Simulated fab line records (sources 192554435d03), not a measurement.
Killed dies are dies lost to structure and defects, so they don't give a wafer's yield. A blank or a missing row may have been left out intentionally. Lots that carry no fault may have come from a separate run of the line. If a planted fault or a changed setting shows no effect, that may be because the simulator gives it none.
Matching of chambers || flow n5-finfet || N5_MOL_CONTACT_COAG_STRIP_98 on rie-diel-01 has 4 sister chambers
The step strips in N2/H2. 7 wafers are shown with their chamber, then 7 later ones without.

EACH WAFER AND ITS CHAMBER
{"wafer": "L082.3", "chamber": 3, "showerhead-plenum-p-Torr (Torr)": 3.45, "drypump-motor-current-A (A)": 6.6}
{"wafer": "L088.4", "chamber": 0, "showerhead-plenum-p-Torr (Torr)": 3.51, "drypump-motor-current-A (A)": 6.4}
{"wafer": "L093.1", "chamber": 0, "showerhead-plenum-p-Torr (Torr)": 3.50, "drypump-motor-current-A (A)": 6.3}
{"wafer": "L093.2", "chamber": 1, "showerhead-plenum-p-Torr (Torr)": 3.14, "drypump-motor-current-A (A)": 5.7}
{"wafer": "L093.3", "chamber": 2, "showerhead-plenum-p-Torr (Torr)": 3.57, "drypump-motor-current-A (A)": 5.2}
{"wafer": "L093.4", "chamber": 2, "showerhead-plenum-p-Torr (Torr)": 3.57, "drypump-motor-current-A (A)": 5.2}
{"wafer": "L093.5", "chamber": 1, "showerhead-plenum-p-Torr (Torr)": 3.14, "drypump-motor-current-A (A)": 5.8}

WAFERS WHOSE CHAMBER IS MISSING
{"wafer": "L093.6", "showerhead-plenum-p-Torr (Torr)": 3.50, "drypump-motor-current-A (A)": 6.3}
{"wafer": "L095.2", "showerhead-plenum-p-Torr (Torr)": 3.50, "drypump-motor-current-A (A)": 6.3}
{"wafer": "L095.4", "showerhead-plenum-p-Torr (Torr)": 3.50, "drypump-motor-current-A (A)": 6.4}
{"wafer": "L095.6", "showerhead-plenum-p-Torr (Torr)": 3.44, "drypump-motor-current-A (A)": 6.6}
{"wafer": "L097.1", "showerhead-plenum-p-Torr (Torr)": 3.55, "drypump-motor-current-A (A)": 5.7}
{"wafer": "L097.2", "showerhead-plenum-p-Torr (Torr)": 3.56, "drypump-motor-current-A (A)": 5.2}
{"wafer": "L097.3", "showerhead-plenum-p-Torr (Torr)": 3.43, "drypump-motor-current-A (A)": 6.6}

WHICH CHAMBER EACH ONE RAN IN
{"wafer": "L093.6", "from the rows above": 0, "in truth": 0}
{"wafer": "L095.2", "from the rows above": 0, "in truth": 0}
{"wafer": "L095.4", "from the rows above": 0, "in truth": 0}
{"wafer": "L095.6", "from the rows above": 3, "in truth": 3}
{"wafer": "L097.1", "from the rows above": 2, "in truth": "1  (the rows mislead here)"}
{"wafer": "L097.2", "from the rows above": 2, "in truth": 2}
{"wafer": "L097.3", "from the rows above": 3, "in truth": 3}
Placed correctly: 6 of 7. Left unplaced by these rows: 0. 1 placed wrongly.
How it was worked out, from the rows above alone: a wafer's distance from a chamber is the root of the sum, over the readings, of the square of ((its reading less the chamber's mean) divided by the reading's scatter). The wafer belongs to the nearest chamber; if the next one is less than 2 further off, it can't be placed. A chamber's mean is the mean of its shown wafers. How the scatter is found: for the shown wafers, subtract from each reading the mean of its chamber, square and add these, divide the total by (wafers less chambers), then take the root.
